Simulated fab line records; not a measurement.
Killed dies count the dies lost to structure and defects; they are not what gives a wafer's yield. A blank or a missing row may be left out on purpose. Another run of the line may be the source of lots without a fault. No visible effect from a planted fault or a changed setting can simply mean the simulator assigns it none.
Which tool is to blame? || flow nand_harc || Sampling: 24 lots, 72 wafers, 3 of 1302 route steps

## WHAT THE GAUGES READ, wafer by wafer
NHARC_A_CHANNEL_FILL_D2_INSPECT_13. Usual: 371 for raw_defect_count, sd 130.
{"lot": "L074", "measured": "day 15 15:20", "on": "defect_inspect-02", "raw_defect_count": "588 601 602", "flag": ""}
{"lot": "L075", "measured": "day 16 05:48", "on": "defect_inspect-02", "raw_defect_count": "479 410 393", "flag": ""}
{"lot": "L076", "measured": "day 16 05:58", "on": "defect_inspect-02", "raw_defect_count": "265 650 337", "flag": ""}
{"lot": "L077", "measured": "day 16 05:59", "on": "defect_inspect-01", "raw_defect_count": "502 312 411", "flag": ""}
{"lot": "L078", "measured": "day 17 14:22", "on": "defect_inspect-02", "raw_defect_count": "449 316 424", "flag": ""}
{"lot": "L079", "measured": "day 17 14:32", "on": "defect_inspect-02", "raw_defect_count": "316 419 454", "flag": ""}
{"lot": "L080", "measured": "day 18 08:49", "on": "defect_inspect-01", "raw_defect_count": "435 279 324", "flag": ""}
{"lot": "L081", "measured": "day 18 22:30", "on": "defect_inspect-01", "raw_defect_count": "354 397 535", "flag": ""}
{"lot": "L083", "measured": "day 19 04:03", "on": "defect_inspect-02", "raw_defect_count": "311 313 487", "flag": ""}
{"lot": "L082", "measured": "day 19 08:28", "on": "defect_inspect-01", "raw_defect_count": "307 349 353", "flag": ""}
{"lot": "L084", "measured": "day 19 18:07", "on": "defect_inspect-01", "raw_defect_count": "235 399 327", "flag": ""}
{"lot": "L086", "measured": "day 20 01:31", "on": "defect_inspect-02", "raw_defect_count": "333 424 284", "flag": ""}
{"lot": "L085", "measured": "day 20 10:26", "on": "defect_inspect-01", "raw_defect_count": "276 210 242", "flag": ""}
{"lot": "L089", "measured": "day 21 11:32", "on": "defect_inspect-01", "raw_defect_count": "303 294 313", "flag": ""}
{"lot": "L088", "measured": "day 21 11:42", "on": "defect_inspect-02", "raw_defect_count": "229 238 334", "flag": ""}
{"lot": "L087", "measured": "day 21 17:08", "on": "defect_inspect-02", "raw_defect_count": "220 353 360", "flag": ""}
{"lot": "L091", "measured": "day 22 12:37", "on": "defect_inspect-01", "raw_defect_count": "213 347 254", "flag": ""}
{"lot": "L090", "measured": "day 22 12:36", "on": "defect_inspect-02", "raw_defect_count": "376 421 335", "flag": ""}
{"lot": "L092", "measured": "day 23 03:10", "on": "defect_inspect-01", "raw_defect_count": "330 412 287", "flag": ""}
{"lot": "L093", "measured": "day 23 03:10", "on": "defect_inspect-02", "raw_defect_count": "301 245 262", "flag": ""}
{"lot": "L094", "measured": "day 24 12:17", "on": "defect_inspect-02", "raw_defect_count": "490 508 448", "flag": ""}
{"lot": "L095", "measured": "day 24 12:26", "on": "defect_inspect-01", "raw_defect_count": "327 386 199", "flag": ""}
{"lot": "L097", "measured": "day 25 08:43", "on": "defect_inspect-02", "raw_defect_count": "618 675 420", "flag": ""}
{"lot": "L096", "measured": "day 25 13:34", "on": "defect_inspect-02", "raw_defect_count": "251 266 197", "flag": ""}

## WHICH TOOL RAN EACH LOT (tool, then ch and the chambers of the sampled wafers, then the start)
{"lot": "L074", "NHARC_A_CHANNEL_FILL_D2_ALD_25": "ald_hk-03 ch 1,2, day 15 03:15", "NHARC_A_CHANNEL_FILL_D2_STRIP_29": "rie_diel-06 ch 1,2,3, day 15 15:20 or earlier"}
{"lot": "L075", "NHARC_A_CHANNEL_FILL_D2_ALD_25": "ald_hk-01 ch 1,2, day 15 17:56", "NHARC_A_CHANNEL_FILL_D2_STRIP_29": "rie_diel-05 ch 0,1, day 16 05:48 or earlier"}
{"lot": "L076", "NHARC_A_CHANNEL_FILL_D2_ALD_25": "ald_hk-03 ch 0,1,2, day 15 17:56", "NHARC_A_CHANNEL_FILL_D2_STRIP_29": "rie_diel-06 ch 0,1,3, day 16 05:58 or earlier"}
{"lot": "L077", "NHARC_A_CHANNEL_FILL_D2_ALD_25": "ald_hk-04 ch 1,3, day 15 18:34", "NHARC_A_CHANNEL_FILL_D2_STRIP_29": "rie_diel-12 ch 1,3, day 15 23:44"}
{"lot": "L078", "NHARC_A_CHANNEL_FILL_D2_ALD_25": "ald_hk-03 ch 2,3, day 17 02:29", "NHARC_A_CHANNEL_FILL_D2_STRIP_29": "rie_diel-05 ch 0,1,2, day 17 14:22 or earlier"}
{"lot": "L079", "NHARC_A_CHANNEL_FILL_D2_ALD_25": "ald_hk-01 ch 2,3, day 17 02:29", "NHARC_A_CHANNEL_FILL_D2_STRIP_29": "rie_diel-06 ch 0,1, day 17 14:32 or earlier"}
{"lot": "L080", "NHARC_A_CHANNEL_FILL_D2_ALD_25": "ald_hk-03 ch 0,2,3, day 17 22:08", "NHARC_A_CHANNEL_FILL_D2_STRIP_29": "rie_diel-06 ch 0,2,3, day 18 08:49 or earlier"}
{"lot": "L081", "NHARC_A_CHANNEL_FILL_D2_ALD_25": "ald_hk-01 ch 0,2,3, day 18 10:36", "NHARC_A_CHANNEL_FILL_D2_STRIP_29": "rie_diel-06 ch 0,2,3, day 18 22:30 or earlier"}
{"lot": "L083", "NHARC_A_CHANNEL_FILL_D2_ALD_25": "ald_hk-01 ch 0,1,2, day 18 17:05", "NHARC_A_CHANNEL_FILL_D2_STRIP_29": "rie_diel-06 ch 2,3, day 19 04:03 or earlier"}
{"lot": "L082", "NHARC_A_CHANNEL_FILL_D2_ALD_25": "ald_hk-04 ch 0,1,3, day 18 21:08", "NHARC_A_CHANNEL_FILL_D2_STRIP_29": "rie_diel-06 ch 0,3, day 19 08:28 or earlier"}
{"lot": "L084", "NHARC_A_CHANNEL_FILL_D2_ALD_25": "ald_hk-01 ch 0,1,3, day 19 07:19", "NHARC_A_CHANNEL_FILL_D2_STRIP_29": "rie_diel-06 ch 1,3, day 19 18:07 or earlier"}
{"lot": "L086", "NHARC_A_CHANNEL_FILL_D2_ALD_25": "ald_hk-01 ch 0,3, day 19 14:07", "NHARC_A_CHANNEL_FILL_D2_STRIP_29": "rie_diel-06 ch 1,2,3, day 20 01:31 or earlier"}
{"lot": "L085", "NHARC_A_CHANNEL_FILL_D2_ALD_25": "ald_hk-01 ch 0,1, day 19 22:25", "NHARC_A_CHANNEL_FILL_D2_STRIP_29": "rie_diel-05 ch 0,1, day 20 10:26 or earlier"}
{"lot": "L089", "NHARC_A_CHANNEL_FILL_D2_ALD_25": "ald_hk-01 ch 2,3, day 20 23:35", "NHARC_A_CHANNEL_FILL_D2_STRIP_29": "rie_diel-05 ch 0,1,3, day 21 11:32 or earlier"}
{"lot": "L088", "NHARC_A_CHANNEL_FILL_D2_ALD_25": "ald_hk-04 ch 0,1, day 21 00:13", "NHARC_A_CHANNEL_FILL_D2_STRIP_29": "rie_diel-12 ch 0,1,3, day 21 11:42 or earlier"}
{"lot": "L087", "NHARC_A_CHANNEL_FILL_D2_ALD_25": "ald_hk-03 ch 1,2,3, day 21 05:14", "NHARC_A_CHANNEL_FILL_D2_STRIP_29": "rie_diel-12 ch 0,1,3, day 21 17:08 or earlier"}
{"lot": "L091", "NHARC_A_CHANNEL_FILL_D2_ALD_25": "ald_hk-01 ch 0,2,3, day 22 00:43", "NHARC_A_CHANNEL_FILL_D2_STRIP_29": "rie_diel-06 ch 0,1,2, day 22 12:37 or earlier"}
{"lot": "L090", "NHARC_A_CHANNEL_FILL_D2_ALD_25": "ald_hk-04 ch 0,1,3, day 22 01:20", "NHARC_A_CHANNEL_FILL_D2_STRIP_29": "rie_diel-05 ch 0,1,2, day 22 12:36 or earlier"}
{"lot": "L092", "NHARC_A_CHANNEL_FILL_D2_ALD_25": "ald_hk-03 ch 0,2, day 22 15:17", "NHARC_A_CHANNEL_FILL_D2_STRIP_29": "rie_diel-12 ch 0,3, day 22 21:04"}
{"lot": "L093", "NHARC_A_CHANNEL_FILL_D2_ALD_25": "ald_hk-04 ch 0,2, day 22 15:18", "NHARC_A_CHANNEL_FILL_D2_STRIP_29": "rie_diel-05 ch 0,2, day 22 20:58"}
{"lot": "L094", "NHARC_A_CHANNEL_FILL_D2_ALD_25": "ald_hk-01 ch 0,1,2, day 24 00:25", "NHARC_A_CHANNEL_FILL_D2_STRIP_29": "rie_diel-12 ch 0,1,2, day 24 12:17 or earlier"}
{"lot": "L095", "NHARC_A_CHANNEL_FILL_D2_ALD_25": "ald_hk-04 ch 0,3, day 24 00:25", "NHARC_A_CHANNEL_FILL_D2_STRIP_29": "rie_diel-06 ch 0,1, day 24 12:26 or earlier"}
{"lot": "L097", "NHARC_A_CHANNEL_FILL_D2_ALD_25": "ald_hk-01 ch 1,3, day 24 16:27", "NHARC_A_CHANNEL_FILL_D2_STRIP_29": "rie_diel-05 ch 1,2,3, day 25 08:43 or earlier"}
{"lot": "L096", "NHARC_A_CHANNEL_FILL_D2_ALD_25": "ald_hk-04 ch 0,1,2, day 24 21:49", "NHARC_A_CHANNEL_FILL_D2_STRIP_29": "rie_diel-06 ch 0,1,3, day 25 13:34 or earlier"}
- NHARC_A_CHANNEL_FILL_D2_ALD_25: deposits SiOx, target thk 60 nm, pulse time 10 s, ald cycles 600.
- NHARC_A_CHANNEL_FILL_D2_STRIP_29: strips in O2, time 20 s.

## WHAT THE TOOLS THEMSELVES READ (means of the sampled wafers that have a number; where no wafer has one, the mark that the record gives instead)
NHARC_A_CHANNEL_FILL_D2_ALD_25. Usual: heater_power_w 496 W, standard deviation 44; precursor_pulse_height_rel 1.001, standard deviation 0.019.
{"lot": "L074", "tool": "ald_hk-03", "heater_power_w (W)": 546, "precursor_pulse_height_rel": 1.020, "flag": ""}
{"lot": "L075", "tool": "ald_hk-01", "heater_power_w (W)": 465, "precursor_pulse_height_rel": 1.008, "flag": ""}
{"lot": "L076", "tool": "ald_hk-03", "heater_power_w (W)": 501, "precursor_pulse_height_rel": 0.995, "flag": ""}
{"lot": "L077", "tool": "ald_hk-04", "heater_power_w (W)": 470, "precursor_pulse_height_rel": 1.012, "flag": ""}
{"lot": "L078", "tool": "ald_hk-03", "heater_power_w (W)": 573, "precursor_pulse_height_rel": 1.004, "flag": ""}
{"lot": "L079", "tool": "ald_hk-01", "heater_power_w (W)": 501, "precursor_pulse_height_rel": 1.004, "flag": ""}
{"lot": "L080", "tool": "ald_hk-03", "heater_power_w (W)": 513, "precursor_pulse_height_rel": 0.995, "flag": ""}
{"lot": "L081", "tool": "ald_hk-01", "heater_power_w (W)": 505, "precursor_pulse_height_rel": 1.005, "flag": ""}
{"lot": "L083", "tool": "ald_hk-01", "heater_power_w (W)": 497, "precursor_pulse_height_rel": 1.002, "flag": ""}
{"lot": "L082", "tool": "ald_hk-04", "heater_power_w (W)": 468, "precursor_pulse_height_rel": 0.998, "flag": ""}
{"lot": "L084", "tool": "ald_hk-01", "heater_power_w (W)": 486, "precursor_pulse_height_rel": 0.985, "flag": ""}
{"lot": "L086", "tool": "ald_hk-01", "heater_power_w (W)": 507, "precursor_pulse_height_rel": 1.028, "flag": ""}
{"lot": "L085", "tool": "ald_hk-01", "heater_power_w (W)": 475, "precursor_pulse_height_rel": 1.019, "flag": ""}
{"lot": "L089", "tool": "ald_hk-01", "heater_power_w (W)": 500, "precursor_pulse_height_rel": 1.013, "flag": ""}
{"lot": "L088", "tool": "ald_hk-04", "heater_power_w (W)": 471, "precursor_pulse_height_rel": 0.985, "flag": ""}
{"lot": "L087", "tool": "ald_hk-03", "heater_power_w (W)": 548, "precursor_pulse_height_rel": 1.008, "flag": ""}
{"lot": "L091", "tool": "ald_hk-01", "heater_power_w (W)": 515, "precursor_pulse_height_rel": 0.999, "flag": ""}
{"lot": "L090", "tool": "ald_hk-04", "heater_power_w (W)": 476, "precursor_pulse_height_rel": 0.990, "flag": ""}
{"lot": "L092", "tool": "ald_hk-03", "heater_power_w (W)": 471, "precursor_pulse_height_rel": 1.011, "flag": ""}
{"lot": "L093", "tool": "ald_hk-04", "heater_power_w (W)": 450, "precursor_pulse_height_rel": 0.990, "flag": ""}
{"lot": "L094", "tool": "ald_hk-01", "heater_power_w (W)": 503, "precursor_pulse_height_rel": 1.004, "flag": ""}
{"lot": "L095", "tool": "ald_hk-04", "heater_power_w (W)": 467, "precursor_pulse_height_rel": 1.021, "flag": ""}
{"lot": "L097", "tool": "ald_hk-01", "heater_power_w (W)": 454, "precursor_pulse_height_rel": 1.016, "flag": ""}
{"lot": "L096", "tool": "ald_hk-04", "heater_power_w (W)": 465, "precursor_pulse_height_rel": 0.992, "flag": ""}

NHARC_A_CHANNEL_FILL_D2_STRIP_29. Usual: drypump_motor_current_A 5.8 A, standard deviation 0.53; oes_product_au 0.999 a.u., standard deviation 0.01; rf_vpp_V 57.8 V, standard deviation 0.91; showerhead_plenum_p_Torr 3.54 Torr, standard deviation 0.15; throttle_valve_pct 17.037 %, standard deviation 0.0089.
{"lot": "L074", "tool": "rie_diel-06", "drypump_motor_current_A (A)": 5.9, "oes_product_au (a.u.)": 1.005, "rf_vpp_V (V)": 58.5, "showerhead_plenum_p_Torr (Torr)": 3.65, "throttle_valve_pct (%)": 17.035, "flag": ""}
{"lot": "L075", "tool": "rie_diel-05", "drypump_motor_current_A (A)": 5.4, "oes_product_au (a.u.)": 0.986, "rf_vpp_V (V)": 57.3, "showerhead_plenum_p_Torr (Torr)": 3.54, "throttle_valve_pct (%)": 17.034, "flag": ""}
{"lot": "L076", "tool": "rie_diel-06", "drypump_motor_current_A (A)": 5.8, "oes_product_au (a.u.)": 0.990, "rf_vpp_V (V)": 57.2, "showerhead_plenum_p_Torr (Torr)": 3.51, "throttle_valve_pct (%)": 17.035, "flag": ""}
{"lot": "L077", "tool": "rie_diel-12", "drypump_motor_current_A (A)": 6.4, "oes_product_au (a.u.)": 0.991, "rf_vpp_V (V)": 58.3, "showerhead_plenum_p_Torr (Torr)": 3.44, "throttle_valve_pct (%)": 17.042, "flag": ""}
{"lot": "L078", "tool": "rie_diel-05", "drypump_motor_current_A (A)": 5.6, "oes_product_au (a.u.)": 0.993, "rf_vpp_V (V)": 58.1, "showerhead_plenum_p_Torr (Torr)": 3.59, "throttle_valve_pct (%)": 17.038, "flag": ""}
{"lot": "L079", "tool": "rie_diel-06", "drypump_motor_current_A (A)": 5.5, "oes_product_au (a.u.)": 0.993, "rf_vpp_V (V)": 56.5, "showerhead_plenum_p_Torr (Torr)": 3.42, "throttle_valve_pct (%)": 17.037, "flag": ""}
{"lot": "L080", "tool": "rie_diel-06", "drypump_motor_current_A (A)": 6.0, "oes_product_au (a.u.)": 0.996, "rf_vpp_V (V)": 57.7, "showerhead_plenum_p_Torr (Torr)": 3.57, "throttle_valve_pct (%)": 17.034, "flag": ""}
{"lot": "L081", "tool": "rie_diel-06", "drypump_motor_current_A (A)": 6.1, "oes_product_au (a.u.)": 0.997, "rf_vpp_V (V)": 58.0, "showerhead_plenum_p_Torr (Torr)": 3.57, "throttle_valve_pct (%)": 17.034, "flag": ""}
{"lot": "L083", "tool": "rie_diel-06", "drypump_motor_current_A (A)": 6.3, "oes_product_au (a.u.)": 1.007, "rf_vpp_V (V)": 57.9, "showerhead_plenum_p_Torr (Torr)": 3.72, "throttle_valve_pct (%)": 17.040, "flag": ""}
{"lot": "L082", "tool": "rie_diel-06", "drypump_motor_current_A (A)": 6.1, "oes_product_au (a.u.)": 1.008, "rf_vpp_V (V)": 57.7, "showerhead_plenum_p_Torr (Torr)": 3.51, "throttle_valve_pct (%)": 17.048, "flag": ""}
{"lot": "L084", "tool": "rie_diel-06", "drypump_motor_current_A (A)": 5.6, "oes_product_au (a.u.)": 1.002, "rf_vpp_V (V)": 57.9, "showerhead_plenum_p_Torr (Torr)": 3.59, "throttle_valve_pct (%)": 17.045, "flag": ""}
{"lot": "L086", "tool": "rie_diel-06", "drypump_motor_current_A (A)": 6.0, "oes_product_au (a.u.)": 0.994, "rf_vpp_V (V)": 58.7, "showerhead_plenum_p_Torr (Torr)": 3.65, "throttle_valve_pct (%)": 17.039, "flag": ""}
{"lot": "L085", "tool": "rie_diel-05", "drypump_motor_current_A (A)": 5.9, "oes_product_au (a.u.)": 0.990, "rf_vpp_V (V)": 58.4, "showerhead_plenum_p_Torr (Torr)": 3.50, "throttle_valve_pct (%)": 17.036, "flag": ""}
{"lot": "L089", "tool": "rie_diel-05", "drypump_motor_current_A (A)": 5.6, "oes_product_au (a.u.)": 0.987, "rf_vpp_V (V)": 57.9, "showerhead_plenum_p_Torr (Torr)": 3.47, "throttle_valve_pct (%)": 17.029, "flag": ""}
{"lot": "L088", "tool": "rie_diel-12", "drypump_motor_current_A (A)": 6.1, "oes_product_au (a.u.)": 1.002, "rf_vpp_V (V)": 57.7, "showerhead_plenum_p_Torr (Torr)": 3.39, "throttle_valve_pct (%)": 17.038, "flag": ""}
{"lot": "L087", "tool": "rie_diel-12", "drypump_motor_current_A (A)": 6.1, "oes_product_au (a.u.)": 0.998, "rf_vpp_V (V)": 56.6, "showerhead_plenum_p_Torr (Torr)": 3.39, "throttle_valve_pct (%)": 17.034, "flag": ""}
{"lot": "L091", "tool": "rie_diel-06", "drypump_motor_current_A (A)": 5.7, "oes_product_au (a.u.)": 0.992, "rf_vpp_V (V)": 58.1, "showerhead_plenum_p_Torr (Torr)": 3.57, "throttle_valve_pct (%)": 17.025, "flag": ""}
{"lot": "L090", "tool": "rie_diel-05", "drypump_motor_current_A (A)": 5.6, "oes_product_au (a.u.)": 0.999, "rf_vpp_V (V)": 57.4, "showerhead_plenum_p_Torr (Torr)": 3.59, "throttle_valve_pct (%)": 17.033, "flag": ""}
{"lot": "L092", "tool": "rie_diel-12", "drypump_motor_current_A (A)": 6.1, "oes_product_au (a.u.)": 1.012, "rf_vpp_V (V)": 58.5, "showerhead_plenum_p_Torr (Torr)": 3.41, "throttle_valve_pct (%)": 17.037, "flag": ""}
{"lot": "L093", "tool": "rie_diel-05", "drypump_motor_current_A (A)": 5.8, "oes_product_au (a.u.)": 1.006, "rf_vpp_V (V)": 58.8, "showerhead_plenum_p_Torr (Torr)": 3.64, "throttle_valve_pct (%)": 17.043, "flag": ""}
{"lot": "L094", "tool": "rie_diel-12", "drypump_motor_current_A (A)": 5.7, "oes_product_au (a.u.)": 1.004, "rf_vpp_V (V)": 57.8, "showerhead_plenum_p_Torr (Torr)": 3.40, "throttle_valve_pct (%)": 17.032, "flag": ""}
{"lot": "L095", "tool": "rie_diel-06", "drypump_motor_current_A (A)": 5.5, "oes_product_au (a.u.)": 0.995, "rf_vpp_V (V)": 57.7, "showerhead_plenum_p_Torr (Torr)": 3.42, "throttle_valve_pct (%)": 17.046, "flag": ""}
{"lot": "L097", "tool": "rie_diel-05", "drypump_motor_current_A (A)": 5.3, "oes_product_au (a.u.)": 1.008, "rf_vpp_V (V)": 57.3, "showerhead_plenum_p_Torr (Torr)": 3.56, "throttle_valve_pct (%)": 17.049, "flag": ""}
{"lot": "L096", "tool": "rie_diel-06", "drypump_motor_current_A (A)": 5.7, "oes_product_au (a.u.)": 1.004, "rf_vpp_V (V)": 58.0, "showerhead_plenum_p_Torr (Torr)": 3.51, "throttle_valve_pct (%)": 17.045, "flag": ""}

## THE ANSWER, worked out from the rows above alone
Rule: a lot counts as off when the mean over its wafers that have a number is more than 3 standard deviations away from the usual mean. Also off: a lot with no number at a reading for which 4 or more lots have one. Any other lot the step has rows for is counted as sound. First the gauges in route order, then the tools' own readings, where a lot's mean is used as printed above. The first step at which some lot is off is used, and at that step the reading that is off furthest; a lot without a number counts as furthest.
No lot is off at any reading shown: from this, nothing can be told.

## WHAT WAS PUT IN BY THE SIMULATOR
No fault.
